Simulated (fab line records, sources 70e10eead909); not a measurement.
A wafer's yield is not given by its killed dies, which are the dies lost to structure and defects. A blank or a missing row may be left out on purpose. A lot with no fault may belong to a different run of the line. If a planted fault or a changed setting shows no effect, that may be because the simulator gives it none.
Comparing a struck lot with a sound one :: flow nandHarc :: 15 out of 1159 route steps
Sound: these wafers, L778.3, L778.4, L778.5. Wafers struck: L772.1, L772.4, L772.5. The cause is named last.
For every step that has rows: the tool of each side, followed by ch and its chambers, followed by its first start. Under that, the readings that differ: sound wafers :: struck wafers :: difference of the means :: sigmas: that difference in standard deviations of wafers without a fault.
alike: readings whose means differ by less than 2 such deviations, and words and numbers that are the same on both sides. not compared: withheld readings, readings that some wafer has no value for, bounds like >300 that may hide the same value, and numbers for which the record gives no deviation and whose values overlap.
The two part at a step that has a row with sigmas, a row that says differs or no value, or rows on one side only. When numbers do not overlap yet have no deviation, they are printed without sigmas and do not part them. A reading missing from all wafers of one side parts the sides only when that side holds two or more wafers.

first, 7 steps without rows for these wafers: NHARC_P_ZERO_WELL_HMDS_45 (time 30 s); NHARC_P_ZERO_WELL_COAT_46; NHARC_P_ZERO_WELL_SOFTBAKE_47 (time 95 s); NHARC_P_ZERO_WELL_EBR_48; NHARC_P_ZERO_WELL_EXPOSE_49 (exposes mask P HVPW, target cd 2000 nm); NHARC_P_ZERO_WELL_PEB_50 (peb time 85 s); NHARC_P_ZERO_WELL_DEVELOP_51 (time 70 s).
NHARC_P_ZERO_WELL_CD_MEAS_52: target cd 2000 nm.
  sound on cdSem-03 ch 0, day 4 17:40; struck on cdSem-01 ch 0, day 3 05:55
  alike: cdNm
then, 1 step without rows for these wafers: NHARC_P_ZERO_WELL_HARDBAKE_53 (time 80 s).
NHARC_P_ZERO_WELL_DESCUM_54: chemistry O2, time 3 s.
  sound on rieDiel-06 ch 1,2, day 4 17:50; struck on rieDiel-05 ch 0,1, day 3 06:05
  alike: drypumpMotorCurrentA, mfcArSccm, o2FlowSccm, oesProductAu, rfVppV, showerheadPlenumPTorr, throttleValvePct
  not compared: rfHoursCounterH
then, 2 steps without rows for these wafers: NHARC_P_ZERO_WELL_IMPLANT_55; NHARC_P_ZERO_WELL_IMPLANT_61.
NHARC_P_ZERO_WELL_STRIP_56: strips in SPM, time 840 s.
  sound on wetBench-06 ch 3,4,5, day 4 18:23; struck on wetBench-02 ch 2,3,6, day 3 06:38
  no value came back on the struck wafers for bathGuardTempC (C), bathHeatDutyPct (%); on the sound wafers bathGuardTempC (C) reads 130.0 130.0 131.0
then, 1 step without rows for these wafers: NHARC_P_ZERO_WELL_PRECLEAN_68 (cleans in SC1, time 60 s).
NHARC_END_SORT_01:
  the record has rows for the sound wafers here (prober-01 ch 0, day 22 04:36) and none for the struck ones

## WHERE THEY PART
At NHARC_P_ZERO_WELL_STRIP_56 first; at NHARC_END_SORT_01 last (within this record only).

WHY: the cause the simulator had injected
Beginning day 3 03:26, the whole step at NHARC_P_ZERO_WELL_STRIP_56 was skipped on wetBench-02. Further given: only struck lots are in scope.
